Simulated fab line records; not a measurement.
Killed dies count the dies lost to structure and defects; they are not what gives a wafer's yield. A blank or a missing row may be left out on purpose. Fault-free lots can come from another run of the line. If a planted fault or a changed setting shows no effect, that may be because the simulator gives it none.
One fault through the eyes of 3 desks :: flow nand-harc :: each desk holds nothing but its own numbers, with what lay behind them at the end

## THE METROLOGY DESK
Lot by lot, what the gauges showed, no matter which tool ran the lot: averages of those sampled wafers that carry a number. Any lot whose mean is over 4 standard deviations away from the usual mean is out of limits and marked OUT; that distance is given in the brackets.
Columns: A = cd-nm at NHARC_THIN_TSV_CD_MEAS_37, usual 4999 nm
lot: L847
first seen here: day 19 09:00
A: 4996

lot: L848
first seen here: day 19 11:10
A: 4997

lot: L849
first seen here: day 19 12:31
A: 4999

lot: L850
first seen here: day 20 05:16
A: 4999

lot: L851
first seen here: day 20 06:50
A: 4996

lot: L854
first seen here: day 21 07:11
A: 4996

lot: L855
first seen here: day 21 08:29
A: 4996

lot: L856
first seen here: day 21 09:34
A: 4990

lot: L859
first seen here: day 22 00:14
A: 4998

lot: L861
first seen here: day 23 15:50
A: 5004

lot: L866
first seen here: day 24 05:41
A: 4997

lot: L867
first seen here: day 24 14:25
A: 4997

lot: L869
first seen here: day 24 23:22
A: 4997
This desk's finding: nothing out of limits on any of the 13 lots.

## THE DEFECT DESK
For each lot, the counts of the inspections along the route, averaged over the sampled wafers that have a number. Any lot whose mean is over 4 standard deviations away from the usual mean is out of limits and marked OUT; that distance is given in the brackets.
Columns: A = raw-defect-count at NHARC_HYBRID_BOND_INSPECT_06, usual 34
lot: L847
first seen here: day 18 22:49
A: 16

lot: L848
first seen here: day 18 22:51
A: 15

lot: L849
first seen here: day 18 22:51
A: 39

lot: L850
first seen here: day 19 18:49
A: 27

lot: L851
first seen here: day 19 18:49
A: 24

lot: L854
first seen here: day 20 20:52
A: 19

lot: L855
first seen here: day 20 20:52
A: 44

lot: L856
first seen here: day 20 20:53
A: 32

lot: L859
first seen here: day 21 14:09
A: 50

lot: L861
first seen here: day 23 05:22
A: 60

lot: L866
first seen here: day 23 19:24
A: 38

lot: L867
first seen here: day 24 04:20
A: 42

lot: L869
first seen here: day 24 13:09
A: 58
This desk's finding: nothing out of limits on any of the 13 lots.

## AT THE TOOL OWNER'S DESK: pvd-sputter-01
The tool's own readings at NHARC_P_M0_PVD_21 (deposits Cu, target thk 30 nm, time 20.49 s): means of the sampled wafers that have a number, for each lot that ran on this tool. Any lot whose mean is over 4 standard deviations away from the usual mean is out of limits and marked OUT; that distance is given in the brackets.
Columns: A = throttle-valve-pct at NHARC_P_M0_PVD_21, usual 29.9 %
lot: L848
first seen here: day 6 16:04
A: 29.3

lot: L851
first seen here: day 6 21:44
A: 29.4

lot: L854
first seen here: day 8 03:50
A: 28.8

lot: L861
first seen here: day 10 03:44
A: 28.8
This desk's finding: nothing out of limits on any of the 4 lots.

## PUT TOGETHER
The metrology desk saw nothing out of limits.
The defect desk saw nothing out of limits.
Nothing out of limits was seen by the tool owner's desk.

## WHAT THE SIMULATOR HAD PUT IN
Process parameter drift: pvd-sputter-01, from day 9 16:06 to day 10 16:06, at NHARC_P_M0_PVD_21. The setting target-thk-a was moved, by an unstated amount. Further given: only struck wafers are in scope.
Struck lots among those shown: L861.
